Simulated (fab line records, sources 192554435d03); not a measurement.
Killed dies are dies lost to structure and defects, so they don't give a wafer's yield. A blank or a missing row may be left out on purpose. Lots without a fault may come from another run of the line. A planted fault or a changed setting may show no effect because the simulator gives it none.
Chamber matching | flow n5_finfet | N5_MOL_CONTACT_COAG_VIA_ETCH_117 on rie_diel-02: 4 sister chambers
The step etches SiO2 in C4F6/O2, target depth 40 nm, overetch 8 nm, time 26 s. 8 wafers are shown with their chamber, then 8 later ones without.

WAFERS WITH THEIR CHAMBER
wafer  | chamber | drypump_motor_current_A (A) | rf_vpp_V (V)
L078.1 | 0       | 5.65                        | 1588
L080.2 | 0       | 5.71                        | 1589
L082.4 | 2       | 5.49                        | 1616
L082.5 | 3       | 5.10                        | 1597
L086.4 | 1       | 4.65                        | 1588
L086.5 | 3       | 5.09                        | 1597
L086.6 | 2       | 5.49                        | 1617
L095.2 | 1       | 4.67                        | 1589

WAFERS WITHOUT THEIR CHAMBER
wafer  | drypump_motor_current_A (A) | rf_vpp_V (V)
L095.3 | 5.11                        | 1596
L095.6 | 5.69                        | 1589
L096.4 | 5.11                        | 1595
L096.5 | 5.09                        | 1596
L096.6 | 5.67                        | 1588
L097.1 | 5.08                        | 1596
L097.3 | 4.67                        | 1588
L097.6 | 5.52                        | 1613

WHICH CHAMBER EACH WENT THROUGH
wafer  | from the rows above | in truth
L095.3 | 3                   | 3
L095.6 | 0                   | 0
L096.4 | 3                   | 3
L096.5 | 3                   | 3
L096.6 | 0                   | 0
L097.1 | 3                   | 3
L097.3 | 1                   | 1
L097.6 | 2                   | 2
Placed correctly: 8 of 8. Can't be placed from these rows: 0. Placed wrongly: 0.
How it was worked out, from the rows above alone: a wafer's distance from a chamber is the root of the sum, over the readings, of the square of ((its reading less the chamber's mean) divided by the reading's scatter). The wafer belongs to the nearest chamber; if the next one is less than 2 further off, it can't be placed. A chamber's mean is the mean of its shown wafers. The scatter: the root of (the sum of the squares of (reading less its chamber's mean) over the shown wafers, divided by (wafers less chambers)).
